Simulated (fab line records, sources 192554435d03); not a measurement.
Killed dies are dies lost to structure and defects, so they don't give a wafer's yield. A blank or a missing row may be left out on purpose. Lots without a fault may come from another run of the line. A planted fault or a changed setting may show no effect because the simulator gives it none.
Chamber matching | flow n5_finfet | N5_HKMG_FIN_DESCUM_53 on rie_diel-01: 4 sister chambers
The step chemistry O2, time 7.9 s. 4 wafers are shown with their chamber, then 9 later ones without.

WAFERS WITH THEIR CHAMBER
wafer  | chamber | drypump_motor_current_A (A)
L079.1 | 2       | 6.2
L079.4 | 0       | 4.7
L080.4 | 3       | 5.4
L080.5 | 1       | 5.1

WAFERS WITHOUT THEIR CHAMBER
wafer  | drypump_motor_current_A (A)
L087.1 | 5.0
L087.2 | 5.4
L087.5 | 5.0
L095.1 | 5.4
L095.2 | 6.2
L095.3 | 4.7
L097.2 | 5.4
L097.4 | 6.2
L097.5 | 4.7

WHICH CHAMBER EACH WENT THROUGH
wafer  | from the rows above | in truth
L087.1 | 1                   | 1
L087.2 | 3                   | 3
L087.5 | 1                   | 1
L095.1 | 3                   | 3
L095.2 | 2                   | 2
L095.3 | 0                   | 0
L097.2 | 3                   | 3
L097.4 | 2                   | 2
L097.5 | 0                   | 0
Placed correctly: 9 of 9. Can't be placed from these rows: 0. Placed wrongly: 0.
How it was worked out, from the rows above alone: a wafer's distance from a chamber is the root of the sum, over the readings, of the square of ((its reading less the chamber's mean) divided by the reading's scatter). The wafer belongs to the nearest chamber; if the next one is less than 2 further off, it can't be placed. A chamber's mean is the mean of its shown wafers. The scatter: with one shown wafer a chamber, the root of the mean of the squares of how far each hidden wafer lies from its nearest shown one.
